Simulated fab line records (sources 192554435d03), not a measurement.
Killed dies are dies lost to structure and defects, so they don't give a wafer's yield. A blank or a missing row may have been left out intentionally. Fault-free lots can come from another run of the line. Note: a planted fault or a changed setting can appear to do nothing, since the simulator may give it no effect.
Chamber matching ; flow n5_finfet ; N5_HKMG_FIN_ALD_74 on ald_hk-03 has 4 sister chambers
The step deposits La2O3, target thk 0.5 nm, pulse time 6 s, co reactant pulse time 1 s. 18 wafers are shown with their chamber, then 9 later ones without.

WAFERS WITH THEIR CHAMBER
wafer;chamber;heater_power_outer_w (W);heater_power_w (W);precursor_pulse_height_rel
L077.3;1;181;350;0.983
L077.4;0;204;374;1.016
L077.5;1;180;346;1.025
L078.1;3;212;380;1.014
L078.2;0;209;374;1.030
L078.4;1;181;342;0.988
L083.2;0;203;368;1.025
L083.3;2;188;356;1.032
L083.4;3;216;383;0.963
L086.1;0;210;390;1.034
L086.3;1;183;350;1.017
L086.5;2;196;365;1.005
L088.1;2;192;359;1.020
L088.3;3;215;376;0.996
L088.4;0;207;377;1.026
L089.1;3;214;387;1.014
L089.2;0;207;381;1.009
L089.6;3;219;385;1.009

SIGNATURES (averages over the wafers above)
reading;chamber 0;chamber 1;chamber 2;chamber 3;scatter within a chamber
heater_power_outer_w;206.67;181.25;192.00;215.20;2.68
heater_power_w;377.33;347.00;360.00;382.20;5.63
precursor_pulse_height_rel;1.02333;1.00325;1.01900;0.99920;0.0168
Rule: for a wafer and a chamber, the distance is found by dividing, reading by reading, the gap between the wafer's reading and the chamber's mean by the reading's scatter, squaring, summing and taking the root. The wafer belongs to the nearest chamber; if the next one is less than 2 further off, it can't be placed. How the scatter is found: for the shown wafers, subtract from each reading the mean of its chamber, square and add these, divide the total by (wafers less chambers), then take the root.

WAFERS WITH NO CHAMBER GIVEN
wafer;heater_power_outer_w (W);heater_power_w (W);precursor_pulse_height_rel
L093.1;209;371;1.002
L093.2;216;392;0.997
L093.5;183;343;0.998
L094.1;217;382;0.999
L094.3;192;357;0.994
L094.5;219;380;0.998
L097.2;206;378;0.984
L097.3;222;381;1.016
L097.5;222;379;0.994

THE CHAMBER EACH PASSED THROUGH
wafer;from the rows above;in truth
L093.1;can't be placed: 0 or 3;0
L093.2;3;3
L093.5;1;1
L094.1;3;3
L094.3;2;2
L094.5;3;3
L097.2;can't be placed: 0 or 3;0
L097.3;3;3
L097.5;3;3
Correct placement for 7 of the 9. From these rows, 2 cannot be placed; in 2 the true chamber is one of the candidates. Number placed wrongly: 0.
